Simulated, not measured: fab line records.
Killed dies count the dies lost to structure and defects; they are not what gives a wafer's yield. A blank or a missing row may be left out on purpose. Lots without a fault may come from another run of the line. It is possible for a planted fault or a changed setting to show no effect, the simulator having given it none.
Struck lot and sound lot, side by side || flow nand harc || 39 steps out of a route of 1159
Sound: wafers L317.1, L317.2, L317.4. The struck wafers were L326.1, L326.4, L326.6. The cause is named last.
Each step with rows lists, per side, the tool, then ch with its chambers, then its first start. Under that, the readings that differ: sound wafers || struck wafers || difference of the means || sigmas: that difference in standard deviations of wafers without a fault.
alike: same words and numbers on both sides, and readings whose means sit less than 2 such deviations apart. not compared: any withheld reading, any reading some wafer has no value for, any bound like >300 that may hide the same value, and any number with overlapping values for which the record gives no deviation.
Wherever a step has rows on one side only, a row that says differs or no value, or a row with sigmas, the two part there. Numbers that have no deviation but don't overlap get no sigmas and don't part them. A reading that every wafer of one side lacks parts them only if that side has two wafers or more.

first, 12 steps without rows for these wafers: NHARC_A_STAIRCASE_ETCH_169 (etches the open film in CH3F/O2, target depth 50 nm, time 107.1 s); NHARC_A_STAIRCASE_ETCH_170 (etches the open film in C4F6/O2, target depth 200 nm, time 66.667 s); NHARC_A_STAIRCASE_STRIP_171 (strips in O2); NHARC_A_STAIRCASE_STRIP_172 (strips in SPM, time 900 s); NHARC_A_STAIRCASE_PRECLEAN_173 (cleans in SC1); NHARC_A_STAIRCASE_SRD_174; NHARC_A_STAIRCASE_DEHYDRATE_01 (time 120 s); NHARC_A_STAIRCASE_HMDS_02 (time 30 s); NHARC_A_STAIRCASE_COAT_03; NHARC_A_STAIRCASE_SOFTBAKE_04 (time 170 s); NHARC_A_STAIRCASE_EBR_05; NHARC_A_STAIRCASE_EXPOSE_06 (exposes mask STAIR).
NHARC_A_STAIRCASE_PEB_07: peb time 130 s.
  sound on litho track-02 ch 0, day 11 17:52; struck on litho track-03, day 14 03:03
  no value came back on the struck wafers for chill plate temp C (C), exhaust pa (Pa); on the sound wafers chill plate temp C (C) reads 23.06 23.21 23.20
then, 5 steps without rows for these wafers: NHARC_A_STAIRCASE_DEVELOP_08 (time 140 s); NHARC_A_STAIRCASE_HARDBAKE_10 (time 140 s); NHARC_A_STAIRCASE_DESCUM_11 (chemistry O2, time 3 s); NHARC_A_STAIRCASE_TRIM_12 (chemistry O2, time 211.2 s); NHARC_A_STAIRCASE_ETCH_13 (etches the open film in C4F8/O2, target depth 100 nm, time 40.5 s).
NHARC_A_STAIRCASE_TRIM_14: chemistry O2, time 211.2 s.
  sound: rie diel-11 ch 1,2,3; struck: rie diel-04 ch 1,2
  alike: drypump motor current A, oes product au, rf vpp V, showerhead plenum p Torr, throttle valve pct
  not compared: rf hours counter h
then, 4 steps without rows for these wafers: NHARC_A_STAIRCASE_ETCH_15 (etches the open film in C4F8/O2, target depth 100 nm, time 40.5 s); NHARC_A_STAIRCASE_TRIM_16 (chemistry O2, time 211.2 s); NHARC_A_STAIRCASE_ETCH_17 (etches the open film in C4F8/O2, target depth 100 nm, time 40.5 s); NHARC_A_STAIRCASE_TRIM_18 (chemistry O2, time 211.2 s).
NHARC_A_STAIRCASE_ETCH_19: etches the open film in C4F8/O2, target depth 100 nm, time 40.5 s.
  sound: rie diel-11 ch 0,1,2; struck: rie diel-04 ch 0,1,3
  alike: oes product au, rf vpp V
  not compared: rf hours counter h
then, 1 step without rows for these wafers: NHARC_A_STAIRCASE_TRIM_20 (chemistry O2, time 211.2 s).
NHARC_A_STAIRCASE_ETCH_21: etches the open film in C4F8/O2, target depth 100 nm, time 40.5 s.
  sound: rie diel-11 ch 1,2,3; struck: rie diel-12 ch 2,3
  alike: oes product au, rf vpp V
  not compared: rf hours counter h
then, 2 steps without rows for these wafers: NHARC_A_STAIRCASE_TRIM_22 (chemistry O2, time 211.2 s); NHARC_A_STAIRCASE_ETCH_23 (etches the open film in C4F8/O2, target depth 100 nm, time 40.5 s).
NHARC_A_STAIRCASE_TRIM_24: chemistry O2, time 211.2 s.
  sound: rie diel-11 ch 0,1,2; struck: rie diel-12 ch 1,2,3
{"reading": "oes product au (a.u.)", "sound": "1.016 1.001 1.000", "struck": "0.987 0.989 0.983", "difference": -0.019, "sigmas": -3}
  alike: drypump motor current A, rf vpp V, showerhead plenum p Torr, throttle valve pct
  not compared: rf hours counter h
then, 1 step without rows for these wafers: NHARC_A_STAIRCASE_ETCH_25 (etches the open film in C4F8/O2, target depth 100 nm, time 40.5 s).
NHARC_A_STAIRCASE_TRIM_26: chemistry O2, time 211.2 s.
  sound: rie diel-11 ch 0,1,3; struck: rie diel-12 ch 0,1,3
  alike: drypump motor current A, oes product au, rf vpp V, showerhead plenum p Torr, throttle valve pct
  not compared: rf hours counter h
then, 8 steps without rows for these wafers: NHARC_A_STAIRCASE_ETCH_27 (etches the open film in C4F8/O2, target depth 100 nm, time 40.5 s); NHARC_A_STAIRCASE_STRIP_175 (strips in O2); NHARC_A_STAIRCASE_STRIP_148 (strips in SPM, time 900 s); NHARC_A_STAIRCASE_PRECLEAN_149 (cleans in SC1); NHARC_A_STAIRCASE_SRD_150; NHARC_A_STAIRCASE_DEHYDRATE_176 (time 120 s); NHARC_A_STAIRCASE_HMDS_177 (time 30 s); NHARC_A_STAIRCASE_COAT_178.

WHERE THEY PART
First at NHARC_A_STAIRCASE_PEB_07; last, within this record, at NHARC_A_STAIRCASE_TRIM_24. Later steps at which nothing parts them and some readings are alike: NHARC_A_STAIRCASE_TRIM_26.

WHY: what the simulator had put in
Step skipped in full: litho track-03, at NHARC_A_STAIRCASE_PEB_07, from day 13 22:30 onward. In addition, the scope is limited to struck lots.
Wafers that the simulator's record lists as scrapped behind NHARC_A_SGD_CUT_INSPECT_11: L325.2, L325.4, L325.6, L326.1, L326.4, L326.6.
